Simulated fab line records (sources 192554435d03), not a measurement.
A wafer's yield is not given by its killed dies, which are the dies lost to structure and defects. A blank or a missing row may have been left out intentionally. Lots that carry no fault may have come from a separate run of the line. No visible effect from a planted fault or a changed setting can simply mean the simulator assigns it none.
Lot-split experiment || flow n5-finfet || 21 wafers read from 7 lots, route of 1938 steps

== THE SPLIT ==
At N5_BEOL_M1_COAT_22 (resist thk 30 nm), the setting spin-rpm was moved away from the recipe's 1500 rpm on 7 of the 21 wafers read, by -9.2% to +2.9%. For the rest of the wafers, this setting stayed at what the recipe calls for.

== FROM THE SPLIT TO THE READING: what the file shows between them, 6 steps ==
- N5_BEOL_M1_EBR_24
- N5_BEOL_M1_SOFTBAKE_23: time 60 s
- N5_BEOL_M1_EXPOSE_25: exposes mask V0, defocus 5 nm, target cd 24 nm
- N5_BEOL_M1_PEB_26: peb time 60 s
- N5_BEOL_M1_DEVELOP_27: develop time 30 s
- N5_BEOL_M1_DESCUM_33: chemistry O2, time 7 s

== THE READING ==
CAR-EUV_of_BEOL_M1_COAT_22.thk-nm (the simulator's own value, which no gauge read), in nm, at N5_BEOL_M1_ETCH_77 (etches underlayer in N2/H2, target depth 6.5 nm, time 5.2 s). The file does not state a usual value for it. Here, 14 wafers ran the recipe; their average is 20.3 nm with a standard deviation of 0.099 nm.

{"wafer": "L076.1", "tool, chamber at the split": "litho-track-02, 0", "spin-rpm as run, rpm": 1500, "against the recipe": "recipe", "CAR-EUV_of_BEOL_M1_COAT_22.thk-nm, nm": 20.4, "against lot-mates on the recipe": "-"}
{"wafer": "L076.4", "tool, chamber at the split": "litho-track-02, 0", "spin-rpm as run, rpm": 1500, "against the recipe": "recipe", "CAR-EUV_of_BEOL_M1_COAT_22.thk-nm, nm": 20.4, "against lot-mates on the recipe": "-"}
{"wafer": "L076.6", "tool, chamber at the split": "litho-track-02, 0", "spin-rpm as run, rpm": 1362, "against the recipe": "-9.2%", "CAR-EUV_of_BEOL_M1_COAT_22.thk-nm, nm": 22, "against lot-mates on the recipe": "+1.6"}
{"wafer": "L079.1", "tool, chamber at the split": "litho-track-03, 0", "spin-rpm as run, rpm": 1500, "against the recipe": "recipe", "CAR-EUV_of_BEOL_M1_COAT_22.thk-nm, nm": 20.4, "against lot-mates on the recipe": "-"}
{"wafer": "L079.6", "tool, chamber at the split": "litho-track-03, 0", "spin-rpm as run, rpm": 1500, "against the recipe": "recipe", "CAR-EUV_of_BEOL_M1_COAT_22.thk-nm, nm": 20.4, "against lot-mates on the recipe": "-"}
{"wafer": "L079.3", "tool, chamber at the split": "litho-track-03, 0", "spin-rpm as run, rpm": 1500, "against the recipe": "recipe", "CAR-EUV_of_BEOL_M1_COAT_22.thk-nm, nm": 20.2, "against lot-mates on the recipe": "-"}
{"wafer": "L080.1", "tool, chamber at the split": "litho-track-02, 0", "spin-rpm as run, rpm": 1500, "against the recipe": "recipe", "CAR-EUV_of_BEOL_M1_COAT_22.thk-nm, nm": 20.4, "against lot-mates on the recipe": "-"}
{"wafer": "L080.3", "tool, chamber at the split": "litho-track-02, 0", "spin-rpm as run, rpm": 1544, "against the recipe": "+2.9%", "CAR-EUV_of_BEOL_M1_COAT_22.thk-nm, nm": 19.8, "against lot-mates on the recipe": -0.6}
{"wafer": "L080.4", "tool, chamber at the split": "litho-track-02, 0", "spin-rpm as run, rpm": 1544, "against the recipe": "+2.9%", "CAR-EUV_of_BEOL_M1_COAT_22.thk-nm, nm": 20, "against lot-mates on the recipe": -0.4}
{"wafer": "L082.2", "tool, chamber at the split": "litho-track-03, 0", "spin-rpm as run, rpm": 1425, "against the recipe": "-5.0%", "CAR-EUV_of_BEOL_M1_COAT_22.thk-nm, nm": 21.2, "against lot-mates on the recipe": "+1.0"}
{"wafer": "L082.3", "tool, chamber at the split": "litho-track-03, 0", "spin-rpm as run, rpm": 1500, "against the recipe": "recipe", "CAR-EUV_of_BEOL_M1_COAT_22.thk-nm, nm": 20.2, "against lot-mates on the recipe": "-"}
{"wafer": "L082.5", "tool, chamber at the split": "litho-track-03, 0", "spin-rpm as run, rpm": 1425, "against the recipe": "-5.0%", "CAR-EUV_of_BEOL_M1_COAT_22.thk-nm, nm": 21, "against lot-mates on the recipe": "+0.8"}
{"wafer": "L086.2", "tool, chamber at the split": "litho-track-05, 0", "spin-rpm as run, rpm": 1500, "against the recipe": "recipe", "CAR-EUV_of_BEOL_M1_COAT_22.thk-nm, nm": 20.2, "against lot-mates on the recipe": "-"}
{"wafer": "L086.3", "tool, chamber at the split": "litho-track-05, 0", "spin-rpm as run, rpm": 1500, "against the recipe": "recipe", "CAR-EUV_of_BEOL_M1_COAT_22.thk-nm, nm": 20.4, "against lot-mates on the recipe": "-"}
{"wafer": "L086.5", "tool, chamber at the split": "litho-track-05, 0", "spin-rpm as run, rpm": 1500, "against the recipe": "recipe", "CAR-EUV_of_BEOL_M1_COAT_22.thk-nm, nm": 20.4, "against lot-mates on the recipe": "-"}
{"wafer": "L089.2", "tool, chamber at the split": "litho-track-02, 0", "spin-rpm as run, rpm": 1380, "against the recipe": "-8.0%", "CAR-EUV_of_BEOL_M1_COAT_22.thk-nm, nm": 21.8, "against lot-mates on the recipe": "+1.4"}
{"wafer": "L089.4", "tool, chamber at the split": "litho-track-02, 0", "spin-rpm as run, rpm": 1500, "against the recipe": "recipe", "CAR-EUV_of_BEOL_M1_COAT_22.thk-nm, nm": 20.4, "against lot-mates on the recipe": "-"}
{"wafer": "L089.6", "tool, chamber at the split": "litho-track-02, 0", "spin-rpm as run, rpm": 1380, "against the recipe": "-8.0%", "CAR-EUV_of_BEOL_M1_COAT_22.thk-nm, nm": 21.6, "against lot-mates on the recipe": "+1.2"}
{"wafer": "L090.1", "tool, chamber at the split": "litho-track-05, 0", "spin-rpm as run, rpm": 1500, "against the recipe": "recipe", "CAR-EUV_of_BEOL_M1_COAT_22.thk-nm, nm": 20.2, "against lot-mates on the recipe": "-"}
{"wafer": "L090.5", "tool, chamber at the split": "litho-track-05, 0", "spin-rpm as run, rpm": 1500, "against the recipe": "recipe", "CAR-EUV_of_BEOL_M1_COAT_22.thk-nm, nm": 20.2, "against lot-mates on the recipe": "-"}
{"wafer": "L090.6", "tool, chamber at the split": "litho-track-05, 0", "spin-rpm as run, rpm": 1500, "against the recipe": "recipe", "CAR-EUV_of_BEOL_M1_COAT_22.thk-nm, nm": 20.2, "against lot-mates on the recipe": "-"}

FIT RESULTS
A straight line over all 21 wafers: CAR-EUV_of_BEOL_M1_COAT_22.thk-nm changes by -0.17 nm for each +1% of spin-rpm; r = -0.98; the points scatter about the line by 0.11 nm.
The same after taking each lot's own level away (the mean of its wafers on the recipe; 21 wafers): -0.169 nm for each +1%; r = -0.99; scatter 0.082 nm.
The reading moves by 1.6 nm for the largest change in spin-rpm, on that fit.
From 20.20 to 20.40 nm: that is the span of the lots' own levels, equal to 2.0 times the standard deviation above.
Hence the lot-to-lot level has little effect on the slope; both slopes agree.
Check: with one of the wafers moved furthest among these (-9.2%) left out of the fit, the line predicts +1.54 nm for it against its lot-mates. Against them it came out at +1.6 nm.

== THESE WAFERS: OTHER SPLITS ==
Before the reading, these wafers also passed through other splits. Each is held against what the fit with the lots' levels taken away leaves over:
{"other split on the same wafers": "N5_BEOL_M1_ETCH_64 source-w", "wafers away from the commonest value": 10, "r with CAR-EUV_of_BEOL_M1_COAT_22.thk-nm (lot level and that fit taken away)": "+0.00"}

== THE WHOLE CHAIN: every reading that the file lists as answering this split, in the file's order ==
{"step": "N5_BEOL_M1_COAT_22", "what it does": "resist thk 30 nm", "reading": "CAR-EUV_of_BEOL_M1_COAT_22.thk-nm (the simulator's own value, which no gauge read)", "change (the file's fit)": "-0.158 nm for each +1% of the setting", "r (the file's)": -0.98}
{"step": "N5_BEOL_M1_DEVELOP_27", "what it does": "develop time 30 s", "reading": "CAR-EUV_of_BEOL_M1_COAT_22.thk-nm (the simulator's own value, which no gauge read)", "change (the file's fit)": "-0.155 nm for each +1% of the setting", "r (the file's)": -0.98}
{"step": "N5_BEOL_M1_ETCH_77", "what it does": "etches underlayer in N2/H2, target depth 6.5 nm, time 5.2 s", "reading": "CAR-EUV_of_BEOL_M1_COAT_22.thk-nm (the simulator's own value, which no gauge read)", "change (the file's fit)": "-0.171 nm for each +1% of the setting", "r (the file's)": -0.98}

== FILE'S OWN FIT ==
CAR-EUV_of_BEOL_M1_COAT_22.thk-nm changes by -0.171 nm for each +1% of spin-rpm, r = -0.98.
